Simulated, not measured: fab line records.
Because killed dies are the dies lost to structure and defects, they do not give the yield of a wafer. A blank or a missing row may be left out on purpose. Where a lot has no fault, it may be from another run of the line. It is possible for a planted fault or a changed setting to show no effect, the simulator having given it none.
fab line records + flow n5_finfet
[record]
- lots = 5
- wafers = 15
- last_day = 18
route steps=1938 shown MOL_CONTACT_COAG@523 BEOL_M4@1111
lots with no fault: from the same line, run without faults
start_h: the number of hours between the record's first day and the start of the first shown wafer of the lot + wait_h: hours from the lot's prior step to this one + " unchanged from the row above + L1.1+2: a single row standing in for several wafers + - no value, or no start given + * or withheld: withheld + < > ~ a bound
route shown NAME@n: names a module that has steps shown in the file, with the first one's number in the route + usual: mean and standard deviation over wafers with no fault + same: alike in all rows + chamber/n: place in a boat + sites: readings site by site + _std_site: standard deviation of those values + _edge_site: inner sites' mean taken away from outer sites' mean + radius_mm: for every site, how far away it sits from the centre of the wafer + mask NAME#n: copy n + behind: the most recent tool/chamber to have shaped the wafer + hold: what put the lot on hold/how long, in hours/how the hold closed + device: names the non-switching transistor (n, p or np) + end of line: tests of these same wafers at the route's end + a step with no rows: only its recipe + killed: not the wafer's yield, but the dies lost to structure and defects at the first sort + map: dies across one wafer; x = killed, . = not, _ = none there
set.NAME: the setting the step ran with; set.NAME@STEP: the setting that earlier step ran with + model.NAME: the simulator's own value behind a step, which no gauge read
lots at some steps of the route; a table a step, a row a wafer
services: from which hour (start_h, from the record's first day; less than 0 if before it) a tool's chamber was out of use, for how many hours, and why
[[steps]]
[step N5_MOL_CONTACT_COAG_EXPOSE_05]
[recipe]
- mask_id = CA
- na = 0.33
- source_shape = annular
- sigma_inner = 0.4
- sigma_outer = 0.8
- polarization = unpolarized
- defocus_nm = 0
- dose_mj = 38.25
[step N5_MOL_CONTACT_COAG_PEB_06]
[recipe]
- peb_temp_c = 100
- peb_time_s = 60
- resist = CAR-EUV
[step N5_MOL_CONTACT_COAG_DEVELOP_07]
[recipe]
- develop_time_s = 30
- developer = TMAH
- resist = CAR-EUV
- rinse_liquid = surfactant_rinse
- dry = air_spin
- dev_temp_c = 23
[step N5_MOL_CONTACT_COAG_CD_MEAS_08]
[recipe]
- target_cd_nm = 28
- landing_energy_ev = 500
- detector = se_inlens
- polarity = opening
[usual]
- cd_nm = 28.02/0.24
| lot.wafer | tool      | chamber | start_h | wait_h | cd_nm |
|-----------|-----------|---------|---------|--------|-------|
| L914.2    | cd_sem-03 | 0       | 114.41  | -      | 28.06 |
| L914.5    | "         | 0       | "       | "      | 27.96 |
| L914.6    | "         | 0       | "       | "      | 27.92 |
| L921.1    | cd_sem-01 | 0       | 152.60  | -      | 28.04 |
| L921.4    | "         | 0       | "       | "      | 27.76 |
| L921.6    | "         | 0       | "       | "      | 27.99 |
| L926.2    | cd_sem-02 | 0       | 187.92  | -      | 28.00 |
| L926.4    | "         | 0       | "       | "      | 27.91 |
| L926.6    | "         | 0       | "       | "      | 27.92 |
| L930.2    | cd_sem-02 | 0       | 214.50  | -      | 27.65 |
| L930.3    | "         | 0       | "       | "      | 28.67 |
| L930.4    | "         | 0       | "       | "      | 27.94 |
| L932.3    | cd_sem-03 | 0       | 221.35  | -      | 27.81 |
| L932.4    | "         | 0       | "       | "      | 28.17 |
| L932.6    | "         | 0       | "       | "      | 27.89 |
[step N5_MOL_CONTACT_COAG_OVL_MEAS_09]
[recipe]
- points_per_wafer = 522
[usual]
- CA_OVL = -0.5/0.8
| lot.wafer | tool       | chamber | start_h | wait_h | CA_OVL[nm] |
|-----------|------------|---------|---------|--------|------------|
| L914.2    | overlay-02 | 0       | 114.45  | 0.0    | -1.1       |
| L914.5    | "          | 0       | "       | "      | -1.8       |
| L914.6    | "          | 0       | "       | "      | -0.8       |
| L921.1    | overlay-01 | 0       | 152.63  | 0.0    | -0.4       |
| L921.4    | "          | 0       | "       | "      | -2.6       |
| L921.6    | "          | 0       | "       | "      | -2.7       |
| L926.2    | overlay-01 | 0       | 187.95  | 0.0    | -0.2       |
| L926.4    | "          | 0       | "       | "      | -0.8       |
| L926.6    | "          | 0       | "       | "      | 0.0        |
| L930.2    | overlay-01 | 0       | 214.53  | 0.0    | -0.5       |
| L930.3    | "          | 0       | "       | "      | 0.3        |
| L930.4    | "          | 0       | "       | "      | -1.5       |
| L932.3    | overlay-02 | 0       | 221.39  | 0.0    | -1.0       |
| L932.4    | "          | 0       | "       | "      | 0.4        |
| L932.6    | "          | 0       | "       | "      | -0.4       |
[step N5_MOL_CONTACT_COAG_INSPECT_10]
[recipe]
- mode = adi
- inspect_instrument = brightfield
[usual]
- raw_defect_count = 78/35
| lot.wafer | tool              | chamber | start_h | wait_h | raw_defect_count |
|-----------|-------------------|---------|---------|--------|------------------|
| L914.2    | defect_inspect-01 | -       | 114.50  | 0.0    | 45               |
| L914.5    | "                 | -       | "       | "      | 64               |
| L914.6    | "                 | -       | "       | "      | 64               |
| L921.1    | defect_inspect-01 | -       | 152.68  | 0.1    | 57               |
| L921.4    | "                 | -       | "       | "      | 70               |
| L921.6    | "                 | -       | "       | "      | 51               |
| L926.2    | defect_inspect-01 | -       | 188.01  | 0.0    | 51               |
| L926.4    | "                 | -       | "       | "      | 74               |
| L926.6    | "                 | -       | "       | "      | 84               |
| L930.2    | defect_inspect-01 | -       | 214.58  | 0.0    | 94               |
| L930.3    | "                 | -       | "       | "      | 50               |
| L930.4    | "                 | -       | "       | "      | 55               |
| L932.3    | defect_inspect-02 | -       | 221.45  | 0.1    | 187              |
| L932.4    | "                 | -       | "       | "      | 114              |
| L932.6    | "                 | -       | "       | "      | 162              |
[step N5_MOL_CONTACT_COAG_DESCUM_13]
[recipe]
- chemistry = O2
- time_s = 7
- source_power_w = 50
- bias_power_w = 20
- pressure_mtorr = 20
- rf_frequency_hz = 2.712e+07
- temp_c = 40
- resist = CAR-EUV
- o2_flow_sccm = 225
[usual]
- drypump_motor_current_A = 5.7/0.57
- oes_product_au = 0.77/0.086
- rf_vpp_V = 242.7/1.2
- showerhead_plenum_p_Torr = 2.06/0.061
- temp_c = 39.99/0.11
- throttle_valve_pct = 20.40/0.25
| lot.wafer | tool        | chamber | start_h | wait_h | drypump_motor_current_A | oes_product_au | rf_hours_counter_h | rf_vpp_V | showerhead_plenum_p_Torr | temp_c | throttle_valve_pct |
|-----------|-------------|---------|---------|--------|-------------------------|----------------|--------------------|----------|--------------------------|--------|--------------------|
| L914.2    | rie_diel-06 | 1       | 114.75  | 0.2    | 4.8                     | 0.78           | 129                | 241.3    | 2.03                     | 39.73  | 20.80              |
| L914.5    | "           | 2       | "       | "      | 6.6                     | 0.70           | -                  | 241.7    | 1.98                     | 40.02  | 20.34              |
| L914.6    | "           | 1       | "       | "      | 4.9                     | 0.78           | -                  | 242.2    | 2.03                     | 40.02  | 20.79              |
| L921.1    | rie_diel-06 | 2       | 153.26  | 0.6    | 6.6                     | 0.69           | 237                | 240.2    | 1.97                     | 39.90  | 20.36              |
| L921.4    | "           | 1       | "       | "      | 4.9                     | 0.77           | 143                | 243.1    | 2.02                     | 39.94  | 20.82              |
| L921.6    | "           | 2       | "       | "      | 6.6                     | 0.70           | -                  | 242.1    | 1.97                     | 40.00  | 20.39              |
| L926.2    | rie_diel-05 | 3       | 188.35  | 0.3    | 6.1                     | 0.71           | 204                | 242.9    | 2.14                     | 40.01  | 20.66              |
| L926.4    | "           | 1       | "       | "      | 5.7                     | 0.70           | 243                | 243.2    | 2.06                     | 39.99  | 20.53              |
| L926.6    | "           | 1       | "       | "      | 5.7                     | 0.71           | -                  | 241.9    | 2.06                     | 40.08  | 20.54              |
| L930.2    | rie_diel-05 | 1       | 214.81  | 0.2    | 5.8                     | 0.70           | 253                | 242.3    | 2.06                     | 39.97  | 20.55              |
| L930.3    | "           | 0       | "       | "      | 6.1                     | 0.88           | 54                 | 241.5    | 2.05                     | 40.00  | 20.16              |
| L930.4    | "           | 3       | "       | "      | 6.1                     | 0.70           | -                  | 244.1    | 2.14                     | 40.13  | 20.68              |
| L932.3    | rie_diel-05 | 0       | 221.48  | 0.0    | 6.1                     | 0.86           | 57                 | 241.6    | 2.05                     | 39.87  | 20.16              |
| L932.4    | "           | 3       | "       | "      | 6.1                     | 0.70           | -                  | 243.4    | 2.14                     | 39.79  | 20.68              |
| L932.6    | "           | 2       | "       | "      | 5.5                     | 0.99           | -                  | 244.5    | 2.15                     | 39.99  | 20.01              |
[step N5_MOL_CONTACT_COAG_ETCH_59]
[recipe]
- chemistry = N2/H2
- target = underlayer
- target_depth_a = 130
- mask_material = CAR-EUV
- time_s = 10.4
- ion_energy_ev = 200
- pressure_mtorr = 30
- source_w = 840
- bias_w = 150
- n2_flow_sccm = 200
- h2_flow_sccm = 200
- ends = cleared
[usual]
- drypump_motor_current_A = 5.7/0.57
- etch_rf_on_time_s = 10.40/0.23
- n2_flow_sccm = 199.9/0.63
- oes_product_au = 0.66/0.074
- rf_vpp_V = 523.1/2.3
- showerhead_plenum_p_Torr = 2.51/0.073
- throttle_valve_pct = 17.88/0.29
| lot.wafer | tool        | chamber | start_h | wait_h | drypump_motor_current_A | etch_rf_on_time_s | n2_flow_sccm | oes_product_au | rf_hours_counter_h | rf_vpp_V | showerhead_plenum_p_Torr | throttle_valve_pct |
|-----------|-------------|---------|---------|--------|-------------------------|-------------------|--------------|----------------|--------------------|----------|--------------------------|--------------------|
| L914.2    | rie_diel-06 | 1       | 114.78  | 0.0    | 4.9                     | 10.40             | 200.7        | 0.66           | 129                | 521.6    | 2.45                     | 18.05              |
| L914.5    | "           | 2       | "       | "      | 6.6                     | 10.38             | 199.4        | 0.59           | -                  | 520.6    | 2.42                     | 17.89              |
| L914.6    | "           | 1       | "       | "      | 4.9                     | 10.35             | 200.8        | 0.67           | -                  | 523.0    | 2.45                     | 18.06              |
| L921.1    | rie_diel-06 | 2       | 153.29  | 0.0    | 6.6                     | 10.31             | 200.5        | 0.58           | 237                | 518.9    | 2.41                     | 17.92              |
| L921.4    | "           | 1       | "       | "      | 4.9                     | 10.34             | 199.5        | 0.65           | 143                | 522.2    | 2.45                     | 18.06              |
| L921.6    | "           | 2       | "       | "      | 6.6                     | 10.28             | 200.8        | 0.58           | -                  | 517.4    | 2.41                     | 17.92              |
| L926.2    | rie_diel-05 | 3       | 188.38  | 0.0    | 6.1                     | 10.42             | 200.1        | 0.61           | 204                | 525.6    | 2.62                     | 18.21              |
| L926.4    | "           | 1       | "       | "      | 5.8                     | 10.59             | 199.7        | 0.60           | 243                | 524.8    | 2.50                     | 17.96              |
| L926.6    | "           | 1       | "       | "      | 5.8                     | 10.68             | 200.0        | 0.59           | -                  | 521.3    | 2.50                     | 17.97              |
| L930.2    | rie_diel-05 | 1       | 214.84  | 0.0    | 5.8                     | 10.46             | 200.5        | 0.59           | 253                | 523.7    | 2.49                     | 18.00              |
| L930.3    | "           | 0       | "       | "      | 6.1                     | 10.39             | 200.4        | 0.74           | 54                 | 520.4    | 2.48                     | 17.57              |
| L930.4    | "           | 3       | "       | "      | 6.1                     | 10.42             | 199.9        | 0.61           | -                  | 526.7    | 2.62                     | 18.20              |
| L932.3    | rie_diel-05 | 0       | 221.51  | 0.0    | 6.1                     | 10.45             | 199.4        | 0.72           | 57                 | 521.5    | 2.48                     | 17.56              |
| L932.4    | "           | 3       | "       | "      | 6.1                     | 10.37             | 199.3        | 0.60           | -                  | 526.6    | 2.62                     | 18.22              |
| L932.6    | "           | 2       | "       | "      | 5.5                     | 10.30             | 198.8        | 0.86           | -                  | 525.7    | 2.61                     | 17.55              |
[step N5_MOL_CONTACT_COAG_ETCH_105]
[recipe]
- chemistry = CF4
- target = SiARC
- target_depth_a = 156
- mask_material = CAR-EUV
- time_s = 26
- ion_energy_ev = 80
- pressure_mtorr = 40
- source_w = 545
- bias_w = 36
- Ar_flow_sccm = 100
- cf4_flow_sccm = 100
- ends = cleared
[usual]
- drypump_motor_current_A = 5.7/0.58
- etch_rf_on_time_s = 26.0/0.55
- mfc_ar_sccm = 100.0/0.33
- oes_product_au = 0.66/0.073
- rf_vpp_V = 183.8/1.1
- showerhead_plenum_p_Torr = 2.12/0.059
- throttle_valve_pct = 15.63/0.26
| lot.wafer | tool        | chamber | start_h | wait_h | drypump_motor_current_A | etch_rf_on_time_s | mfc_ar_sccm | oes_product_au | rf_hours_counter_h | rf_vpp_V | showerhead_plenum_p_Torr | throttle_valve_pct |
|-----------|-------------|---------|---------|--------|-------------------------|-------------------|-------------|----------------|--------------------|----------|--------------------------|--------------------|
| L914.2    | rie_diel-06 | 1       | 114.80  | 0.0    | 4.9                     | 25.9              | 100.4       | 0.66           | 129                | 183.1    | 2.08                     | 15.93              |
| L914.5    | "           | 2       | "       | "      | 6.6                     | 26.0              | 99.7        | 0.59           | -                  | 183.3    | 2.04                     | 15.67              |
| L914.6    | "           | 1       | "       | "      | 4.8                     | 25.8              | 100.5       | 0.67           | -                  | 183.9    | 2.08                     | 15.93              |
| L921.1    | rie_diel-06 | 2       | 153.31  | 0.0    | 6.6                     | 25.9              | 100.1       | 0.58           | 237                | 183.4    | 2.04                     | 15.66              |
| L921.4    | "           | 1       | "       | "      | 4.9                     | 25.8              | 99.7        | 0.66           | 143                | 183.4    | 2.08                     | 15.94              |
| L921.6    | "           | 2       | "       | "      | 6.6                     | 26.0              | 99.7        | 0.58           | -                  | 182.4    | 2.04                     | 15.71              |
| L926.2    | rie_diel-05 | 3       | 188.40  | 0.0    | 6.1                     | 26.0              | 100.1       | 0.61           | 204                | 186.4    | 2.20                     | 15.96              |
| L926.4    | "           | 1       | "       | "      | 5.8                     | 26.2              | 99.7        | 0.60           | 243                | 182.1    | 2.11                     | 15.80              |
| L926.6    | "           | 1       | "       | "      | 5.8                     | 26.1              | 99.8        | 0.59           | -                  | 183.8    | 2.11                     | 15.82              |
| L930.2    | rie_diel-05 | 1       | 214.86  | 0.0    | 5.8                     | 26.2              | 99.5        | 0.60           | 253                | 181.9    | 2.11                     | 15.84              |
| L930.3    | "           | 0       | "       | "      | 6.1                     | 25.7              | 99.9        | 0.74           | 54                 | 184.1    | 2.10                     | 15.30              |
| L930.4    | "           | 3       | "       | "      | 6.1                     | 25.8              | 100.3       | 0.61           | -                  | 185.7    | 2.20                     | 16.00              |
| L932.3    | rie_diel-05 | 0       | 221.53  | 0.0    | 6.1                     | 26.0              | 99.9        | 0.73           | 57                 | 183.7    | 2.10                     | 15.32              |
| L932.4    | "           | 3       | "       | "      | 6.1                     | 26.2              | 100.2       | 0.60           | -                  | 184.3    | 2.20                     | 15.98              |
| L932.6    | "           | 2       | "       | "      | 5.6                     | 26.0              | 99.8        | 0.84           | -                  | 186.0    | 2.18                     | 15.07              |
[step N5_MOL_CONTACT_COAG_ETCH_106]
[recipe]
- chemistry = N2/H2
- target = SOC
- target_depth_a = 800
- overetch_a = 160
- mask_material = SiARC
- temp_c = 40
- time_s = 120
- ion_energy_ev = 200
- pressure_mtorr = 30
- source_w = 840
- bias_w = 150
- n2_flow_sccm = 200
- h2_flow_sccm = 200
[usual]
- drypump_motor_current_A = 5.7/0.57
- n2_flow_sccm = 200.1/0.61
- oes_product_au = 0.69/0.072
- rf_vpp_V = 522.9/2.2
- run_length_s = 143.3/0.35
- showerhead_plenum_p_Torr = 2.51/0.073
- temp_c = 39.99/0.1
- throttle_valve_pct = 17.85/0.29
| lot.wafer | tool        | chamber | start_h | wait_h | drypump_motor_current_A | n2_flow_sccm | oes_product_au | rf_hours_counter_h | rf_vpp_V | run_length_s | showerhead_plenum_p_Torr | temp_c | throttle_valve_pct |
|-----------|-------------|---------|---------|--------|-------------------------|--------------|----------------|--------------------|----------|--------------|--------------------------|--------|--------------------|
| L914.2    | rie_diel-06 | 1       | 114.83  | 0.0    | 4.9                     | 201.0        | 0.69           | 129                | 522.6    | 143.7        | 2.45                     | 40.01  | 18.03              |
| L914.5    | "           | 2       | "       | "      | 6.6                     | 199.7        | 0.61           | -                  | 519.6    | 143.4        | 2.41                     | 40.19  | 17.85              |
| L914.6    | "           | 1       | "       | "      | 4.9                     | 201.1        | 0.69           | -                  | 521.6    | 143.9        | 2.45                     | 39.93  | 18.04              |
| L921.1    | rie_diel-06 | 2       | 153.34  | 0.0    | 6.6                     | 199.9        | 0.61           | 237                | 520.6    | 143.0        | 2.41                     | 40.06  | 17.89              |
| L921.4    | "           | 1       | "       | "      | 4.9                     | 198.8        | 0.68           | 143                | 521.9    | 144.0        | 2.45                     | 39.85  | 18.06              |
| L921.6    | "           | 2       | "       | "      | 6.6                     | 199.6        | 0.61           | -                  | 521.9    | 143.7        | 2.41                     | 39.96  | 17.88              |
| L926.2    | rie_diel-05 | 3       | 188.43  | 0.0    | 6.1                     | 200.0        | 0.63           | 204                | 525.6    | 142.9        | 2.62                     | 39.98  | 18.17              |
| L926.4    | "           | 1       | "       | "      | 5.8                     | 199.5        | 0.63           | 243                | 523.4    | 143.6        | 2.50                     | 40.15  | 17.94              |
| L926.6    | "           | 1       | "       | "      | 5.8                     | 200.2        | 0.64           | -                  | 522.7    | 143.5        | 2.50                     | 40.04  | 17.97              |
| L930.2    | rie_diel-05 | 1       | 214.89  | 0.0    | 5.8                     | 199.6        | 0.63           | 253                | 524.4    | 143.5        | 2.49                     | 39.97  | 17.97              |
| L930.3    | "           | 0       | "       | "      | 6.1                     | 200.4        | 0.77           | 54                 | 522.3    | 143.1        | 2.48                     | 39.85  | 17.53              |
| L930.4    | "           | 3       | "       | "      | 6.1                     | 200.8        | 0.63           | -                  | 527.1    | 142.7        | 2.62                     | 39.95  | 18.17              |
| L932.3    | rie_diel-05 | 0       | 221.56  | 0.0    | 6.1                     | 200.9        | 0.76           | 57                 | 521.4    | 142.9        | 2.48                     | 39.93  | 17.53              |
| L932.4    | "           | 3       | "       | "      | 6.1                     | 201.1        | 0.63           | -                  | 525.8    | 143.1        | 2.62                     | 39.96  | 18.18              |
| L932.6    | "           | 2       | "       | "      | 5.5                     | 200.0        | 0.88           | -                  | 526.4    | 143.7        | 2.61                     | 40.08  | 17.51              |
[step N5_MOL_CONTACT_COAG_STRIP_107]
[recipe]
- chemistry = N2/H2
- temp_c = 40
- n2_flow_sccm = 200
- h2_flow_sccm = 200
- rf_frequency_hz = 6e+07
[step N5_MOL_CONTACT_COAG_STRIP_108]
[recipe]
- chemistry = N2/H2
- temp_c = 40
- n2_flow_sccm = 200
- h2_flow_sccm = 200
- rf_frequency_hz = 6e+07
[step N5_MOL_CONTACT_COAG_CONTACT_ETCH_14]
[recipe]
- chemistry = C4F6/O2
- target = SiO2
- target_depth_a = 275
- overetch_a = 85
- mask_material = SOC
- pressure_mtorr = 30
- source_w = 370
- bias_w = 185
- Ar_flow_sccm = 300
- C4F6_flow_sccm = 16
- O2_flow_sccm = 10
- time_s = 20
- ion_energy_ev = 259.6
[usual]
- drypump_motor_current_A = 5.7/0.57
- mfc_ar_sccm = 299.9/0.92
- oes_ar_750_au = 0.77/0.083
- oes_product_au = 0.65/0.069
- rf_vpp_V = 691.6/2.9
- run_length_s = 43.3/0.36
- showerhead_plenum_p_Torr = 2.85/0.082
- throttle_valve_pct = 21.31/0.27
| lot.wafer | tool        | chamber | start_h | wait_h | drypump_motor_current_A | mfc_ar_sccm | oes_ar_750_au | oes_product_au | rf_hours_counter_h | rf_vpp_V | run_length_s | showerhead_plenum_p_Torr | throttle_valve_pct |
|-----------|-------------|---------|---------|--------|-------------------------|-------------|---------------|----------------|--------------------|----------|--------------|--------------------------|--------------------|
| L914.2    | rie_diel-06 | 1       | 114.93  | 0.0    | 4.9                     | 300.8       | 0.78          | 0.66           | 129                | 689.5    | 43.4         | 2.81                     | 21.70              |
| L914.5    | "           | 2       | "       | "      | 6.6                     | 300.8       | 0.69          | 0.58           | -                  | 688.7    | 43.3         | 2.74                     | 21.21              |
| L914.6    | "           | 1       | "       | "      | 4.9                     | 300.6       | 0.78          | 0.66           | -                  | 688.6    | 43.9         | 2.81                     | 21.69              |
| L921.1    | rie_diel-06 | 2       | 153.44  | 0.0    | 6.6                     | 298.7       | 0.68          | 0.58           | 237                | 687.6    | 43.0         | 2.73                     | 21.24              |
| L921.4    | "           | 1       | "       | "      | 4.9                     | 299.4       | 0.77          | 0.65           | 143                | 689.6    | 43.9         | 2.80                     | 21.72              |
| L921.6    | "           | 2       | "       | "      | 6.6                     | 301.8       | 0.68          | 0.65           | -                  | 686.8    | 40.8         | 2.73                     | 21.28              |
| L926.2    | rie_diel-05 | 3       | 188.53  | 0.0    | 6.1                     | 300.0       | 0.72          | 0.61           | 204                | 695.1    | 42.6         | 2.97                     | 21.66              |
| L926.4    | "           | 1       | "       | "      | 5.8                     | 299.7       | 0.70          | 0.60           | 243                | 691.2    | 43.5         | 2.85                     | 21.49              |
| L926.6    | "           | 1       | "       | "      | 5.8                     | 299.5       | 0.71          | 0.60           | -                  | 692.6    | 43.5         | 2.86                     | 21.48              |
| L930.2    | rie_diel-05 | 1       | 214.99  | 0.0    | 5.8                     | 300.0       | 0.70          | 0.60           | 254                | 689.7    | 43.2         | 2.85                     | 21.52              |
| L930.3    | "           | 0       | "       | "      | 6.1                     | 298.9       | 0.86          | 0.73           | 54                 | 690.6    | 42.7         | 2.82                     | 20.96              |
| L930.4    | "           | 3       | "       | "      | 6.0                     | 299.5       | 0.71          | 0.60           | -                  | 695.6    | 43.1         | 2.97                     | 21.67              |
| L932.3    | rie_diel-05 | 0       | 221.66  | 0.0    | 6.1                     | 298.6       | 0.85          | 0.73           | 57                 | 689.9    | 42.8         | 2.82                     | 21.00              |
| L932.4    | "           | 3       | "       | "      | 6.1                     | 299.0       | 0.71          | 0.61           | -                  | 696.2    | 42.8         | 2.96                     | 21.67              |
| L932.6    | "           | 2       | "       | "      | 5.5                     | 298.6       | 0.97          | 0.83           | -                  | 696.3    | 43.5         | 2.95                     | 20.88              |
[step N5_MOL_CONTACT_COAG_STRIP_109]
[recipe]
- chemistry = C4F6/O2
- resist = SiARC
- rf_frequency_hz = 6e+07
[step N5_BEOL_M4_RC_MEAS_101]
[usual]
- DIBL_N = 36.0/1.8
- DIBL_P = 36.3/2.4
- IOFF_N = 0.16/0.035
- IOFF_P = 0.21/0.036
- ION_N = 673/13
- ION_P = 461/7.2
- SS_N = 71.4/0.6
- SS_P = 73.2/0.7
- VT_N = 250/4
- VT_P = -250.9/2.9
| lot.wafer | tool      | chamber | start_h | wait_h | DIBL_N[mV/V] | DIBL_P[mV/V] | IOFF_N[nA/um] | IOFF_P[nA/um] | ION_N[uA/um] | ION_P[uA/um] | SS_N[mV/dec] | SS_P[mV/dec] | VT_N[mV] | VT_P[mV] |
|-----------|-----------|---------|---------|--------|--------------|--------------|---------------|---------------|--------------|--------------|--------------|--------------|----------|----------|
| L914.2    | prober-02 | 0       | 203.03  | 0.2    | 32.9         | 32.1         | 0.10          | 0.13          | 644          | 448          | 70.9         | 71.7         | 258      | -255.2   |
| L914.5    | "         | 0       | "       | "      | 35.6         | 35.7         | 0.15          | 0.18          | 671          | 465          | 71.2         | 72.7         | 250      | -252.0   |
| L914.6    | "         | 0       | "       | "      | 35.2         | 36.3         | 0.14          | 0.18          | 648          | 450          | 70.9         | 73.5         | 256      | -254.4   |
| L921.1    | prober-01 | 0       | 227.24  | 0.0    | 35.5         | 36.2         | 0.13          | 0.20          | 670          | 459          | 70.3         | 73.5         | 254      | -251.5   |
| L921.4    | "         | 0       | "       | "      | 38.4         | 39.8         | 0.18          | 0.28          | 664          | 463          | 71.5         | 73.8         | 253      | -247.4   |
| L921.6    | "         | 0       | "       | "      | 36.6         | 36.9         | 0.13          | 0.22          | 661          | 456          | 70.8         | 73.2         | 253      | -249.7   |
| L926.2    | prober-01 | 0       | 276.11  | 0.2    | 37.0         | 36.1         | 0.16          | 0.20          | 670          | 454          | 71.7         | 73.3         | 252      | -253.1   |
| L926.4    | "         | 0       | "       | "      | 33.8         | 33.0         | 0.12          | 0.16          | 660          | 458          | 70.5         | 72.4         | 256      | -254.9   |
| L926.6    | "         | 0       | "       | "      | 32.8         | 30.6         | 0.10          | 0.13          | 646          | 442          | 69.7         | 71.9         | 260      | -255.0   |
| L930.2    | prober-02 | 0       | 287.13  | 0.2    | 34.3         | 33.6         | 0.12          | 0.17          | 654          | 458          | 70.7         | 72.4         | 253      | -252.0   |
| L930.3    | "         | 0       | "       | "      | 37.3         | 36.4         | 0.17          | 0.21          | 680          | 460          | 71.5         | 73.5         | 248      | -250.0   |
| L930.4    | "         | 0       | "       | "      | 34.4         | 33.1         | 0.11          | 0.16          | 662          | 458          | 70.4         | 72.9         | 253      | -258.8   |
| L932.3    | prober-02 | 0       | 320.03  | 0.3    | 35.2         | 35.6         | 0.13          | 0.19          | 652          | 459          | 70.8         | 73.2         | 253      | -253.7   |
| L932.4    | "         | 0       | "       | "      | 35.7         | 35.4         | 0.13          | 0.19          | 677          | 464          | 71.1         | 72.7         | 252      | -252.5   |
| L932.6    | "         | 0       | "       | "      | 36.8         | 38.2         | 0.16          | 0.23          | 671          | 462          | 71.4         | 73.4         | 250      | -249.5   |
[[services]]
| tool        | chamber | start_h | hours | kind                          |
|-------------|---------|---------|-------|-------------------------------|
| rie_diel-05 | -       | 147.49  | 16.3  | repair                        |
| rie_diel-06 | 2       | 186.97  | -     | clean                         |
| rie_diel-06 | 2       | 186.97  | -     | consumable_replace:focus_ring |
| rie_diel-06 | 2       | 186.97  | -     | consumable_replace:showerhead |
| rie_diel-06 | 2       | 186.97  | 13.7  | scheduled_down                |
| rie_diel-06 | 2       | 186.97  | 13.7  | vent_cycle                    |
| rie_diel-05 | 2       | 197.50  | -     | clean                         |
| rie_diel-05 | 2       | 197.50  | -     | consumable_replace:focus_ring |
| rie_diel-05 | 2       | 197.50  | 21.7  | scheduled_down                |
| rie_diel-05 | 2       | 197.50  | 21.7  | vent_cycle                    |
| rie_diel-05 | 1       | 219.55  | -     | clean                         |
| rie_diel-05 | 1       | 219.55  | -     | consumable_replace:focus_ring |
| rie_diel-05 | 1       | 219.55  | 26.5  | scheduled_down                |
| rie_diel-05 | 1       | 219.55  | 26.5  | vent_cycle                    |
| rie_diel-05 | -       | 220.37  | 0.1   | repair                        |
[[key]]
[first_sign]
- step = N5_MOL_CONTACT_COAG_CONTACT_ETCH_14
- reading = run_length_s
- direction = down
- sigmas = 7
- usual = *
- struck = *
effect none on later readings
met_at N5_MOL_CONTACT_COAG_CONTACT_ETCH_14
struck_wafers L921.6
onset_between 114.93 153.44
[fault]
- kind = process_parameter_drift
- tool = rie_diel-06
- chamber = -
- onset_h = 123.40
- steps = N5_MOL_CONTACT_COAG_CONTACT_ETCH_14
- channel = time_s
- offset = *
- shape = step
- end_h = 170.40
- scope = struck_wafers_only
- acts_in = *
- stated = *
